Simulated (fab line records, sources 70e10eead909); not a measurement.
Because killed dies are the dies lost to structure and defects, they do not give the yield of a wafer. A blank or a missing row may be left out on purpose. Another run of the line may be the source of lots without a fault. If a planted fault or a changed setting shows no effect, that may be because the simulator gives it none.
Which tool is to blame? | flow nand_harc | Sampling: 13 lots, 39 wafers, 2 of 1302 route steps

== WHAT THE GAUGES READ, wafer by wafer ==
NHARC_P_M1_INSPECT_27.
lot  | measured     | on                | raw_defect_count
L482 | day 6 07:25  | defect_inspect-02 | 251 249 205
L483 | day 6 18:21  | defect_inspect-02 | 251 156 218
L484 | day 7 03:17  | defect_inspect-02 | 224 158 181
L485 | day 7 19:35  | defect_inspect-02 | 186 116 230
L487 | day 8 06:43  | defect_inspect-02 | 337 384 341
L489 | day 9 08:51  | defect_inspect-02 | 164 199 309
L490 | day 9 17:16  | defect_inspect-02 | 307 424 303
L492 | day 10 13:04 | defect_inspect-02 | 420 328 329
L494 | day 11 05:50 | defect_inspect-01 | 224 236 244
L495 | day 11 13:05 | defect_inspect-01 | 141 273 224
L497 | day 12 15:08 | defect_inspect-01 | 244 216 194
L501 | day 14 04:55 | defect_inspect-02 | 274 275 313
L500 | day 14 05:25 | defect_inspect-01 | 168 342 229

NHARC_P_M2_OVL_MEAS_10: pitch 340 nm.
lot  | measured     | on         | overlay_x_nm (nm) | overlay_y_nm (nm)
L482 | day 6 08:53  | overlay-01 | -0.1 0.0 -0.1     | -0.6 -0.6 -0.4
L483 | day 6 19:50  | overlay-01 | -0.1 -0.2 -0.2    | -0.8 -0.9 -0.9
L484 | day 7 04:46  | overlay-02 | -0.8 -0.4 -0.2    | 0.8 0.7 1.0
L485 | day 7 21:04  | overlay-01 | -0.4 -0.1 -0.5    | -0.4 0.2 0.3
L487 | day 8 08:12  | overlay-01 | 0.2 0.2 -0.1      | 0.7 0.4 0.5
L489 | day 9 10:20  | overlay-01 | 0.5 0.3 0.3       | -2.1 -1.9 -1.1
L490 | day 9 18:44  | overlay-02 | -0.7 -0.1 -0.5    | 0.9 0.4 0.5
L492 | day 10 14:33 | overlay-02 | -1.2 -1.7 -1.5    | -0.5 -0.4 -0.4
L494 | day 11 07:11 | overlay-01 | 0.7 0.5 0.4       | -1.0 -1.5 -1.3
L495 | day 11 14:27 | overlay-02 | -1.1 -0.6 -1.2    | 0.1 -0.1 -0.1
L497 | day 12 16:38 | overlay-02 | 0.3 0.3 0.8       | -1.4 -0.8 -1.1
L501 | day 14 06:23 | overlay-01 | 0.7 0.8 0.4       | 0.1 0.0 -0.6
L500 | day 14 06:59 | overlay-01 | 0.4 0.3 0.4       | 0.5 0.9 1.2

== EACH LOT AND THE TOOL THAT RAN IT (in order: tool; ch and the chambers of the sampled wafers; start) ==
There is no process step in the record ahead of these readings.

== AS READ BY THE TOOLS THEMSELVES (means over the sampled wafers that have a number; for cases with no such wafer, the mark the record gives instead) ==
The record holds no such reading with a usual standard deviation.

== THE ANSWER, worked out from the rows above alone ==
Rule: usual is defined by the lots themselves. The widest of any qualifying gaps counts: lots, ordered by their means at a reading, are off when they make up no more than a third of the lots, leave a main group of 4 or more, and stand apart from it by 3 or more times the standard deviation of that group's means. A main group whose means are all the same, to the digits that the tables above print for the reading, isn't used. Also off: a lot with no number at a reading for which 4 or more lots have one. All remaining lots with rows at the step are treated as sound. First the gauges in route order, then the tools' own readings, where a lot's mean is used as printed above. At the first step where some lot is off, the reading lying furthest off is the one used; lots without a number count as furthest.
None of the lots is off at any reading shown; this tells nothing.

== WHAT THE SIMULATOR HAD INSERTED ==
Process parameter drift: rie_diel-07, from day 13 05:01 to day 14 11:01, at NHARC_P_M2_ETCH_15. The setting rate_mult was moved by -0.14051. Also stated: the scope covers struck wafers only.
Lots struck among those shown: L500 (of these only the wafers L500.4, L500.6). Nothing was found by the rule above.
